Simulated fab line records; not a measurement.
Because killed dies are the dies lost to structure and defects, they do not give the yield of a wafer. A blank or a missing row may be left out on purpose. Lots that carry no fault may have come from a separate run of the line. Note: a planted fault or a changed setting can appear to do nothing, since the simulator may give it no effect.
Split-lot trial | flow n5 finfet | 7 lots, 21 wafers read, on a route of 1938 steps

== THE SPLIT ITSELF ==
At N5_BEOL_M5_ILD_DEP_00 (deposits SiCOH lowk from DEMS/porogen, target thk 140.64 nm, time 25.9 s), the setting time s was moved away from the recipe's 25.9 s on 6 of the 21 wafers read, by -7.9% to +9.5%. For the rest of the wafers, this setting stayed at what the recipe calls for.

== BETWEEN THE SPLIT AND THE READING: the file shows 1 step in between ==
- N5_BEOL_M5_CURE_79: cures SiCOH lowk, time 240 s

== THE READING ==
At N5_BEOL_M5_THK_MEAS_01: M5_ILD_THK, given in nm. On this fab line, fault-free wafers typically give 121.0 nm with a standard deviation of 1.4 nm.

wafer  | tool, chamber at the split | time s as run, s | against the recipe | M5_ILD_THK, nm | against lot-mates on the recipe
L075.1 | pecvd-04, 0                | 25.9             | recipe             | 121.1          | -
L075.4 | pecvd-04, 0                | 25.9             | recipe             | 121.3          | -
L075.5 | pecvd-04, 1                | 25.9             | recipe             | 123.4          | -
L077.4 | pecvd-03, 2                | 25.9             | recipe             | 121.1          | -
L077.5 | pecvd-03, 1                | 24.46            | -5.6%              | 116.0          | -5.4
L077.6 | pecvd-03, 0                | 25.9             | recipe             | 121.7          | -
L079.1 | pecvd-03, 0                | 25.9             | recipe             | 121.1          | -
L079.4 | pecvd-03, 1                | 25.9             | recipe             | 120.7          | -
L079.6 | pecvd-03, 2                | 25.9             | recipe             | 119.1          | -
L082.3 | pecvd-03, 0                | 25.9             | recipe             | 122.3          | -
L082.4 | pecvd-03, 1                | 24.66            | -4.8%              | 116.3          | -6.0
L082.5 | pecvd-03, 1                | 25.9             | recipe             | 122.2          | -
L085.3 | pecvd-03, 1                | 23.86            | -7.9%              | 113.5          | -8.4
L085.5 | pecvd-03, 0                | 23.86            | -7.9%              | 112.3          | -9.6
L085.6 | pecvd-03, 1                | 25.9             | recipe             | 121.9          | -
L086.2 | pecvd-04, 2                | 25.9             | recipe             | 119.2          | -
L086.4 | pecvd-04, 2                | 25.9             | recipe             | 120.7          | -
L086.6 | pecvd-04, 0                | 25.9             | recipe             | 121.2          | -
L092.3 | pecvd-04, 1                | 28.36            | +9.5%              | 132.6          | +9.6
L092.4 | pecvd-04, 0                | 25.9             | recipe             | 123.0          | -
L092.5 | pecvd-04, 2                | 28.36            | +9.5%              | 131.9          | +8.9

THE FIT
A straight line over all 21 wafers: M5_ILD_THK changes by +1.1 nm for each +1% of time s; r = +0.98; the points scatter about the line by 1.1 nm.
The same after taking each lot's own level away (the mean of its wafers on the recipe; 21 wafers): +1.05 nm for each +1%; r = +0.99; scatter 0.77 nm.
The reading moves by 9.9 nm for the largest change in time s, on that fit.
The lots' own levels span 120.30 to 123.00 nm, that is 1.9 times the standard deviation above.
Hence the lot-to-lot level has little effect on the slope; both slopes agree.
Check: with one of the wafers moved furthest among these (+9.5%) left out of the fit, the line predicts +9.85 nm for it against its lot-mates. It came out at +9.6 nm against them.

== ADDITIONAL SPLITS CARRIED BY THESE WAFERS ==
Note: prior to the reading, these wafers also went through further splits. Each is held against what the fit with the lots' levels taken away leaves over:
other split on the same wafers | wafers away from the commonest value | r with M5_ILD_THK (lot level and that fit taken away)
N5_BEOL_M2_COAT_67 spin rpm    | 7                                    | +0.19
N5_BEOL_M3_COAT_05 spin rpm    | 4                                    | +0.14
N5_BEOL_M3_ETCH_70 source w    | 4                                    | +0.17
N5_BEOL_M4_COAT_73 spin rpm    | 5                                    | +0.28

== THE WHOLE CHAIN: every reading that the file lists as answering this split, in the file's order ==
step                   | what it does                                                             | reading                                                                                  | change (the file's fit)              | r (the file's)
N5_BEOL_M5_ILD_DEP_00  | deposits SiCOH lowk from DEMS/porogen, target thk 140.64 nm, time 25.9 s | SiCOH_lowk_of_BEOL_M5_ILD_DEP_00.thk nm (the simulator's own value, which no gauge read) | +1.22 nm for each +1% of the setting | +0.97
N5_BEOL_M5_CURE_79     | cures SiCOH lowk, time 240 s                                             | SiCOH_lowk_of_BEOL_M5_ILD_DEP_00.thk nm (the simulator's own value, which no gauge read) | +1.06 nm for each +1% of the setting | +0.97
N5_BEOL_M5_THK_MEAS_01 |                                                                          | M5_ILD_THK                                                                               | +1.05 for each +1% of the setting    | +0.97

== FILE'S OWN FIT ==
M5_ILD_THK changes by +1.05 nm for each +1% of time s, r = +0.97.
